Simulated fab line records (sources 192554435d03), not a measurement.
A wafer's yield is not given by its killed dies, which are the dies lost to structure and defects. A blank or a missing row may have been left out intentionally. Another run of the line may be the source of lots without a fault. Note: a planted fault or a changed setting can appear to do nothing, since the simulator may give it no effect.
Which of the tools did it? | flow n5 finfet | 24 lots with 72 wafers sampled at 4 steps, on a route of 1938 steps

## WHAT THE GAUGES SHOWED, per wafer
N5_BEOL_M7_INSPECT_13: inspects for defects (brightfield). Usual: raw defect count at 422, with a standard deviation of 92.
lot  | measured     | on                | raw defect count | flag
L074 | day 8 13:56  | defect inspect-02 | 361 371 423      |
L075 | day 9 09:01  | defect inspect-01 | 429 413 480      |
L076 | day 9 12:44  | defect inspect-01 | 634 516 692      |
L077 | day 9 13:43  | defect inspect-01 | 415 391 407      |
L078 | day 9 16:56  | defect inspect-02 | 513 405 741      |
L079 | day 10 01:17 | defect inspect-01 | 476 332 249      |
L080 | day 10 10:21 | defect inspect-02 | 414 495 462      |
L082 | day 10 10:26 | defect inspect-01 | 419 452 310      |
L081 | day 10 15:24 | defect inspect-02 | 474 303 486      |
L083 | day 10 18:02 | defect inspect-02 | 597 292 431      |
L084 | day 11 08:19 | defect inspect-01 | 267 332 280      |
L085 | day 11 09:23 | defect inspect-02 | 319 547 570      |
L087 | day 12 04:08 | defect inspect-02 | 334 350 392      |
L086 | day 12 07:43 | defect inspect-01 | 311 324 438      |
L089 | day 12 07:47 | defect inspect-02 | 538 516 434      |
L088 | day 12 14:15 | defect inspect-01 | 326 436 329      |
L090 | day 12 14:17 | defect inspect-01 | 403 501 404      |
L091 | day 13 03:47 | defect inspect-02 | 475 283 300      |
L092 | day 13 09:19 | defect inspect-02 | 338 266 456      |
L094 | day 13 13:25 | defect inspect-02 | 604 440 529      |
L093 | day 13 17:05 | defect inspect-02 | 357 276 456      |
L095 | day 13 21:35 | defect inspect-01 | 381 486 348      |
L096 | day 14 03:52 | defect inspect-01 | 420 504 416      |
L097 | day 14 20:17 | defect inspect-02 | 495 405 353      |

N5_BEOL_M7_INSPECT_58: inspects for defects (darkfield). Usual: raw defect count at 70, with a standard deviation of 24.
lot  | measured     | on                | raw defect count | flag
L074 | day 8 18:19  | defect inspect-02 | 88 112 104       |
L075 | day 9 14:37  | defect inspect-02 | 58 80 92         |
L076 | day 9 16:20  | defect inspect-01 | 152 67 134       |
L077 | day 9 17:57  | defect inspect-02 | 66 74 51         |
L078 | day 9 20:55  | defect inspect-01 | 70 34 71         |
L079 | day 10 07:27 | defect inspect-01 | 70 89 57         |
L080 | day 10 15:26 | defect inspect-01 | 48 59 75         |
L082 | day 10 16:07 | defect inspect-01 | 65 42 66         |
L081 | day 11 00:18 | defect inspect-02 | 58 33 54         |
L083 | day 11 00:35 | defect inspect-02 | 67 91 52         |
L084 | day 11 16:05 | defect inspect-02 | 69 86 79         |
L085 | day 11 15:32 | defect inspect-01 | 81 66 93         |
L087 | day 12 10:14 | defect inspect-02 | 55 72 86         |
L086 | day 12 13:16 | defect inspect-02 | 90 83 70         |
L089 | day 12 14:43 | defect inspect-01 | 73 58 87         |
L088 | day 12 20:17 | defect inspect-01 | 94 58 52         |
L090 | day 12 19:28 | defect inspect-01 | 49 58 78         |
L091 | day 13 07:29 | defect inspect-01 | 54 88 66         |
L092 | day 13 14:41 | defect inspect-01 | 57 28 68         |
L094 | day 13 19:05 | defect inspect-01 | 71 33 34         |
L093 | day 13 21:54 | defect inspect-01 | 75 58 102        |
L095 | day 14 02:10 | defect inspect-02 | 75 66 86         |
L096 | day 14 10:25 | defect inspect-02 | 105 84 88        |
L097 | day 15 03:36 | defect inspect-01 | 72 61 58         |

## WHICH TOOL RAN EACH LOT (tool, then ch and the chambers of the sampled wafers, then the start)
lot  | N5_BEOL_M7_ETCH_65                 | N5_BEOL_M7_STRIP_36
L074 | rie diel-02 ch 0,1,2, day 8 15:18  | rie diel-02 ch 0,1,2, day 8 15:29
L075 | rie diel-03 ch 1,2, day 9 11:39    | rie diel-03 ch 1,2, day 9 11:50
L076 | rie diel-06 ch 0,2,3, day 9 13:42  | rie diel-06 ch 0,2,3, day 9 13:53
L077 | rie diel-02 ch 1,2,3, day 9 14:56  | rie diel-02 ch 1,2,3, day 9 15:07
L078 | rie diel-03 ch 0,2,3, day 9 18:17  | rie diel-03 ch 0,2,3, day 9 18:28
L079 | rie diel-03 ch 0,2, day 10 02:53   | rie diel-03 ch 0,2, day 10 03:04
L080 | rie diel-06 ch 0,1,2, day 10 12:18 | rie diel-06 ch 0,1,2, day 10 12:29
L082 | rie diel-03 ch 0,2, day 10 12:28   | rie diel-03 ch 0,2, day 10 12:39
L081 | rie diel-03 ch 1,2,3, day 10 20:40 | rie diel-03 ch 1,2,3, day 10 20:50
L083 | rie diel-06 ch 2,3, day 10 21:04   | rie diel-06 ch 2,3, day 10 21:20
L084 | rie diel-03 ch 0,1,3, day 11 13:02 | rie diel-03 ch 0,1,3, day 11 13:13
L085 | rie diel-06 ch 1,2, day 11 12:38   | rie diel-06 ch 1,2, day 11 12:49
L087 | rie diel-02 ch 1,2,3, day 12 06:35 | rie diel-02 ch 1,2,3, day 12 06:46
L086 | rie diel-06 ch 0,1,3, day 12 10:08 | rie diel-06 ch 0,1,3, day 12 10:19
L089 | rie diel-02 ch 0,1,2, day 12 10:40 | rie diel-02 ch 0,1,2, day 12 10:51
L088 | rie diel-02 ch 0,2,3, day 12 15:51 | rie diel-02 ch 0,2,3, day 12 16:02
L090 | rie diel-06 ch 0,2, day 12 15:38   | rie diel-06 ch 0,2, day 12 15:49
L091 | rie diel-06 ch 0,1,2, day 13 04:55 | rie diel-06 ch 0,1,2, day 13 05:06
L092 | rie diel-06 ch 1,2,3, day 13 11:58 | rie diel-06 ch 1,2,3, day 13 12:09
L094 | rie diel-03 ch 0,2,3, day 13 16:37 | rie diel-03 ch 0,2,3, day 13 16:47
L093 | rie diel-03 ch 0,1,3, day 13 18:13 | rie diel-03 ch 0,1,3, day 13 18:23
L095 | rie diel-03 ch 0,2, day 13 23:37   | rie diel-03 ch 0,2, day 13 23:47
L096 | rie diel-02 ch 1,2, day 14 05:05   | rie diel-02 ch 1,2, day 14 05:16
L097 | rie diel-06 ch 0,1,3, day 15 00:05 | rie diel-06 ch 0,1,3, day 15 00:16
- N5_BEOL_M7_ETCH_65: etches SiARC in CF4, target depth 15.6 nm, time 26 s.
- N5_BEOL_M7_STRIP_36: strips in N2/H2.

## WHAT THE TOOLS THEMSELVES READ (means of the sampled wafers that have a number; where no wafer has one, the mark that the record gives instead)
N5_BEOL_M7_ETCH_65. Usual: drypump motor current A 5.8 A, standard deviation 0.42; etch rf on time s 26.0 s, standard deviation 0.44; oes product au 0.70 a.u., standard deviation 0.071; rf vpp V 184.2 V, standard deviation 1.2; showerhead plenum p Torr 2.16 Torr, standard deviation 0.074; throttle valve pct 15.56 %, standard deviation 0.22.
lot  | tool        | drypump motor current A (A) | etch rf on time s (s) | oes product au (a.u.) | rf vpp V (V) | showerhead plenum p Torr (Torr) | throttle valve pct (%) | flag
L074 | rie diel-02 | 6.2                         | 26.0                  | 0.66                  | 184.0        | 2.18                            | 15.53                  |
L075 | rie diel-03 | 5.5                         | 26.4                  | 0.64                  | 183.6        | 2.11                            | 15.76                  |
L076 | rie diel-06 | 5.7                         | 26.3                  | 0.68                  | 184.5        | 2.18                            | 15.54                  |
L077 | rie diel-02 | 6.0                         | 26.1                  | 0.68                  | 184.2        | 2.19                            | 15.60                  |
L078 | rie diel-03 | 5.7                         | 26.0                  | 0.73                  | 183.0        | 2.09                            | 15.59                  |
L079 | rie diel-03 | 5.7                         | 26.5                  | 0.67                  | 182.9        | 2.07                            | 15.64                  |
L080 | rie diel-06 | 5.8                         | 26.3                  | 0.69                  | 184.0        | 2.15                            | 15.53                  |
L082 | rie diel-03 | 6.2                         | 26.3                  | 0.70                  | 183.7        | 2.09                            | 15.58                  |
L081 | rie diel-03 | 5.5                         | 25.9                  | 0.69                  | 184.3        | 2.13                            | 15.72                  |
L083 | rie diel-06 | 5.4                         | 26.0                  | 0.72                  | 184.9        | 2.20                            | 15.46                  |
L084 | rie diel-03 | 6.0                         | 25.7                  | 0.71                  | 184.8        | 2.14                            | 15.66                  |
L085 | rie diel-06 | 5.5                         | 26.2                  | 0.74                  | 184.3        | 2.18                            | 15.45                  |
L087 | rie diel-02 | 6.0                         | 25.8                  | 0.67                  | 184.6        | 2.18                            | 15.64                  |
L086 | rie diel-06 | 5.9                         | 25.8                  | 0.75                  | 183.9        | 2.17                            | 15.35                  |
L089 | rie diel-02 | 6.1                         | 26.3                  | 0.64                  | 183.6        | 2.17                            | 15.59                  |
L088 | rie diel-02 | 5.9                         | 25.7                  | 0.69                  | 183.4        | 2.18                            | 15.62                  |
L090 | rie diel-06 | 5.7                         | 25.7                  | 0.79                  | 183.5        | 2.12                            | 15.41                  |
L091 | rie diel-06 | 5.8                         | 25.8                  | 0.75                  | 183.2        | 2.15                            | 15.41                  |
L092 | rie diel-06 | 5.7                         | 26.3                  | 0.70                  | 184.7        | 2.19                            | 15.43                  |
L094 | rie diel-03 | 5.8                         | 26.3                  | 0.69                  | 182.8        | 2.08                            | 15.64                  |
L093 | rie diel-03 | 6.0                         | 25.8                  | 0.69                  | 184.4        | 2.13                            | 15.69                  |
L095 | rie diel-03 | 5.8                         | 26.6                  | 0.64                  | 183.0        | 2.06                            | 15.71                  |
L096 | rie diel-02 | 6.2                         | 26.2                  | 0.60                  | 183.4        | 2.15                            | 15.65                  |
L097 | rie diel-06 | 5.9                         | 25.6                  | 0.72                  | 184.1        | 2.17                            | 15.39                  |

N5_BEOL_M7_STRIP_36. Usual: drypump motor current A 5.9 A, standard deviation 0.43; oes product au 0.81 a.u., standard deviation 0.084; rf vpp V 59.2 V, standard deviation 1.6; showerhead plenum p Torr 2.56 Torr, standard deviation 0.092; throttle valve pct 23.7 %, standard deviation 0.31.
lot  | tool        | drypump motor current A (A) | oes product au (a.u.) | rf vpp V (V) | showerhead plenum p Torr (Torr) | throttle valve pct (%) | flag
L074 | rie diel-02 | 6.2                         | 0.78                  | 59.1         | 2.58                            | 23.5                   |
L075 | rie diel-03 | 5.5                         | 0.74                  | 58.4         | 2.51                            | 24.0                   |
L076 | rie diel-06 | 5.7                         | 0.79                  | 57.4         | 2.58                            | 23.7                   |
L077 | rie diel-02 | 6.0                         | 0.81                  | 59.7         | 2.59                            | 23.6                   |
L078 | rie diel-03 | 5.8                         | 0.86                  | 57.8         | 2.47                            | 23.7                   |
L079 | rie diel-03 | 5.7                         | 0.79                  | 59.9         | 2.45                            | 23.9                   |
L080 | rie diel-06 | 5.8                         | 0.80                  | 59.9         | 2.55                            | 23.6                   |
L082 | rie diel-03 | 6.2                         | 0.82                  | 58.8         | 2.47                            | 23.8                   |
L081 | rie diel-03 | 5.5                         | 0.79                  | 59.5         | 2.52                            | 23.9                   |
L083 | rie diel-06 | 5.4                         | 0.85                  | 59.2         | 2.60                            | 23.7                   |
L084 | rie diel-03 | 6.0                         | 0.83                  | 59.6         | 2.54                            | 23.7                   |
L085 | rie diel-06 | 5.5                         | 0.85                  | 59.5         | 2.57                            | 23.6                   |
L087 | rie diel-02 | 6.0                         | 0.78                  | 60.1         | 2.58                            | 23.6                   |
L086 | rie diel-06 | 6.0                         | 0.88                  | 59.3         | 2.57                            | 23.5                   |
L089 | rie diel-02 | 6.2                         | 0.75                  | 59.7         | 2.57                            | 23.5                   |
L088 | rie diel-02 | 5.9                         | 0.80                  | 59.2         | 2.59                            | 23.6                   |
L090 | rie diel-06 | 5.7                         | 0.91                  | 58.8         | 2.51                            | 23.6                   |
L091 | rie diel-06 | 5.8                         | 0.88                  | 60.3         | 2.54                            | 23.5                   |
L092 | rie diel-06 | 5.7                         | 0.83                  | 57.8         | 2.60                            | 23.5                   |
L094 | rie diel-03 | 5.8                         | 0.80                  | 57.8         | 2.46                            | 23.8                   |
L093 | rie diel-03 | 6.0                         | 0.81                  | 60.3         | 2.53                            | 23.8                   |
L095 | rie diel-03 | 5.8                         | 0.76                  | 59.4         | 2.44                            | 24.0                   |
L096 | rie diel-02 | 6.2                         | 0.71                  | 58.8         | 2.55                            | 23.5                   |
L097 | rie diel-06 | 6.0                         | 0.83                  | 60.2         | 2.56                            | 23.5                   |

## THE ANSWER, worked out from the rows above alone
Rule: lot off if the mean of its wafers having a number is beyond 3 standard deviations from the usual mean. A lot without any number at a reading at which 4 lots or more have one is off too. Where the step has rows for the other lots, those lots are counted as sound. After the gauges, taken in route order, come the tools' own readings; for these a lot's mean is taken, as printed above. The first step at which some lot is off is used, and at that step the reading that is off furthest; a lot without a number counts as furthest.
Across all readings shown, no lot is off: no conclusion can be drawn from this.

## WHAT THE SIMULATOR HAD INSERTED
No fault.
